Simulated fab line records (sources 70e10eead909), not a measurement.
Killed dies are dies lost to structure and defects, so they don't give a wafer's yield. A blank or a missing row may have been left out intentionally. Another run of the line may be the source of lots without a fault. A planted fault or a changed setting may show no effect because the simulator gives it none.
Problem report in the 8D (eight disciplines) form, filled by code ; flow nand-harc ; the parts of the form that need people (team, actions taken, sign-off) are left out

== 1. WHAT IS WRONG ==
At NHARC_P_M1_ETCH_15, run-length-s averages 101.4 s over 4 wafers from 2 lots, while fault-free wafers read 112.5 s, standard deviation 0.42. Measured from the usual mean, that is -26 standard deviations.
The step: etches the open film in C4F8/Ar, target depth 182.5 nm, time 91.2 s.
First observed at day 12 08:59: wafer L595.3, on rie-diel-11. The record has a number at this step for 42 wafers belonging to 14 lots. Rule for "out" (also "out of limits"): further than 4 standard deviations from the usual mean. Any other wafer with a number is counted as sound.

== 2. WHAT IT IS, WHAT IT ISN'T ==
question;is;is not
which readings at this step;run-length-s;oes-product-au, rf-vpp-V
which lots;L595, L600;L581, L582, L585, L586, L587, L588, L589, L591, L592, L594, L596, L598
which wafers of those lots;L595.1, L595.3, L600.1, L600.3;L595.2, L600.6
read on which tools;rie-diel-11;rie-diel-06
when;from day 12 08:59;"up to then (34 sound wafers); but 4 sound wafers of L598, L600 came after"

== 3. THE SUSPECTS, EACH WITH WHAT RULES IT OUT ==
Counting: a tool at a process step up to the reading stays a suspect if it ran every lot that is out. Sound lots after the first of them don't rule it out here, since some wafers of a struck lot are sound.
- rie-diel-11 at NHARC_P_M1_ETCH_15 (etches the open film in C4F8/Ar, target depth 182.5 nm, time 91.2 s): kept. Every lot that is out went through it, the first being L595 (day 12 08:59); the last sound lot it ran before that was L596 (day 12 08:14). Out on those wafers are its own readings of run-length-s.
Remaining after the count: rie-diel-11 at NHARC_P_M1_ETCH_15.

== 4. THE CAUSE (what the simulator had put in) ==
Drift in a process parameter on rie-diel-11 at NHARC_P_M1_ETCH_15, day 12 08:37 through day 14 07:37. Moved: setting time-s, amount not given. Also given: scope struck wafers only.
Only this tool survived the counting.

== 5. SEQUENCE OF EFFECTS, ordered by route ==
One row per reading whose mean, taken over the struck wafers that have a number, lies over 3 standard deviations from the usual. Readings are gone through only where the record gives a usual standard deviation; hours: the median, over the lots, of the time from a lot's start at the first step in this table giving one to that lot's start at this step; sigmas: the change measured in usual standard deviations.
hours;step;reading;usual;on struck wafers;change;sigmas
0;NHARC_P_M1_ETCH_15;run-length-s;112.5 s;101.4;-11.1;-26
Process steps it contains:
- NHARC_P_M1_ETCH_15: etches the open film in C4F8/Ar, target depth 182.5 nm, time 91.2 s.

== 6. WHAT WOULD HAVE CAUGHT IT SOONER ==
First out-of-limits reading in this record: day 12 08:59, which is 0 hours after fault onset at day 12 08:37.
